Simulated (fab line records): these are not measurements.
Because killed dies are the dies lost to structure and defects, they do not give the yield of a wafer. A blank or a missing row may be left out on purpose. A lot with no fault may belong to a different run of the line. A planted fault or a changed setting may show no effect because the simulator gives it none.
Problem report in the 8D (eight disciplines) form, filled by code -- flow n5 finfet -- the parts of the form that need people (team, actions taken, sign-off) are left out

1. WHAT WENT WRONG
VT_N_LONG at N5_BEOL_M4_RC_MEAS_101 reads a mean of 299.8 mV on 2 wafers of 2 lots; wafers without a fault read 275.5 mV with a standard deviation of 1.7. That puts it +14 standard deviations away from the usual mean.
Earliest sighting: wafer L451.6 on prober-01 at day 12 12:52. The record has a number at this step for 27 wafers belonging to 9 lots. By rule, "out" or "out of limits" means more than 4 standard deviations away from the usual mean. The other wafers with a number count as sound.

2. WHAT THIS IS AND IS NOT
question,is,is not
which readings at this step,"VT_N_LONG, IOFF_N_LIN, IOFF_N_LONG, ION_N, VT_N, VT_N_LVT","DIBL_N, DIBL_P, IOFF_P, ION_P, SS_N, SS_P, VT_P"
which lots,"L449, L451","L434, L437, L439, L440, L443, L446, L448"
which wafers of those lots,"L449.6, L451.6","L449.3, L449.5, L451.2, L451.4"
read on which gauges,prober-01,prober-02
when,from day 12 12:52,up to then (23 sound wafers); but 2 sound wafers of L449 came after

3. SUSPECTS, AND WHAT RULES EACH OUT
Counting: any tool at a process step up to the reading remains a suspect provided it ran every lot that is out. Sound lots after the first of them don't rule it out here, since some wafers of a struck lot are sound.
- ruled out: the gauge at N5_BEOL_M4_RC_MEAS_101. All the wafers that are out were read on prober-01, but those of them that N5_HKMG_FIN_NWFM_ALD_20 has rows for are out there too, on other tools.
- ald metal-01 at N5_HKMG_FIN_NWFM_ALD_20 (deposits TiAlC, target thk 2 nm, pulse time 3 s, purge time 2 s): kept. Every lot that is out went through it, the first being L449 (day 8 12:20); the last sound lot it ran before that was L446 (day 7 15:54). On those wafers its own readings are out: susceptor temp C.
- rie metal-03 at N5_HKMG_FIN_ETCHBACK_68 (etches the open film in Cl2/Ar, stops on HfO2, target depth 0.5 nm): kept. Every lot that is out went through it, the first being L449 (day 8 13:02); the last sound lot it ran before that was L448 (day 8 07:11).
- ald metal-01 at N5_HKMG_FIN_ALD_21 (deposits TiN, target thk 1.5 nm, pulse time 1 s, purge time 3 s): kept. Every lot that is out went through it, the first being L449 (day 8 13:32); the last sound lot it ran before that was L443 (day 6 22:38).
- Within ald metal-01 at N5_HKMG_FIN_NWFM_ALD_20: the wafers that are out ran in chamber 0; their sound lot-mates ran in chambers 1, 2, 3.
After the count, these remain: ald metal-01 at N5_HKMG_FIN_NWFM_ALD_20, rie metal-03 at N5_HKMG_FIN_ETCHBACK_68 and ald metal-01 at N5_HKMG_FIN_ALD_21.

4. THE CAUSE (what the simulator had put in)
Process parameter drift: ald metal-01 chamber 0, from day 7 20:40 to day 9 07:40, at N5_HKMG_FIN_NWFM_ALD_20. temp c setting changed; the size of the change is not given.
This tool is one of the 3 suspects left after counting.

5. THE CHAIN OF EFFECTS, in route order
One row per reading whose mean, taken over the struck wafers that have a number, lies over 3 standard deviations from the usual. Only readings for which the record gives a usual standard deviation are gone through. hours: the time from each lot's start at the first step in this table that gives one to its start at this step, as a median over the lots. sigmas: the change in usual standard deviations.
hours,step,reading,usual,on struck wafers,change,sigmas
0,N5_HKMG_FIN_NWFM_ALD_20,susceptor temp C,300.01 C,287.31,-12.70,-67
92,N5_BEOL_M4_RC_MEAS_101,IOFF_N,0.158 nA/um,0.062,-0.096,-3.6
92,N5_BEOL_M4_RC_MEAS_101,IOFF_N_85C,3.1 nA/um,1.4,-1.7,-3.8
92,N5_BEOL_M4_RC_MEAS_101,IOFF_N_LIN,0.073 nA/um,0.029,-0.043,-4.3
92,N5_BEOL_M4_RC_MEAS_101,IOFF_N_LONG,5.45e-05 nA/um,3.25e-05,-2.20e-05,-10
92,N5_BEOL_M4_RC_MEAS_101,ION_N,675 uA/um,616,-58,-4.9
92,N5_BEOL_M4_RC_MEAS_101,VT_N,250.4 mV,275.0,+24.6,+8.2
92,N5_BEOL_M4_RC_MEAS_101,VT_N_LONG,275.5 mV,299.8,+24.3,+14
92,N5_BEOL_M4_RC_MEAS_101,VT_N_LVT,99.1 mV,123.5,+24.5,+8.4
202,N5_PASSIVATION_PROBE_49,sort_bin_8_speed,0.00 %,50.42,+50.42,+99 or more
202,N5_PASSIVATION_PROBE_49,sort n pass,1077,476,-601,-30
202,N5_PASSIVATION_PROBE_49,sort yield pct,91.3 %,40.3,-51.0,-30
It contains these process steps:
- N5_HKMG_FIN_NWFM_ALD_20: deposits TiAlC, target thk 2 nm, pulse time 3 s, purge time 2 s.
- N5_PASSIVATION_PROBE_49

6. HOW IT WOULD HAVE BEEN CAUGHT EARLIER
In this record the first reading out of limits at a measuring or inspecting step was taken at day 12 12:52, 112 hours after the fault began at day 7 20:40.
Tool's own readings at N5_HKMG_FIN_NWFM_ALD_20, susceptor temp C: out on all struck wafers the step has rows for; an alarm limit on them would have tripped on the first.
The start of N5_HKMG_FIN_NWFM_ALD_20 on ald metal-01 came by day 12 12:52 for every one of the lots that are out (2). Tool hold at that time: it would have spared none of them.
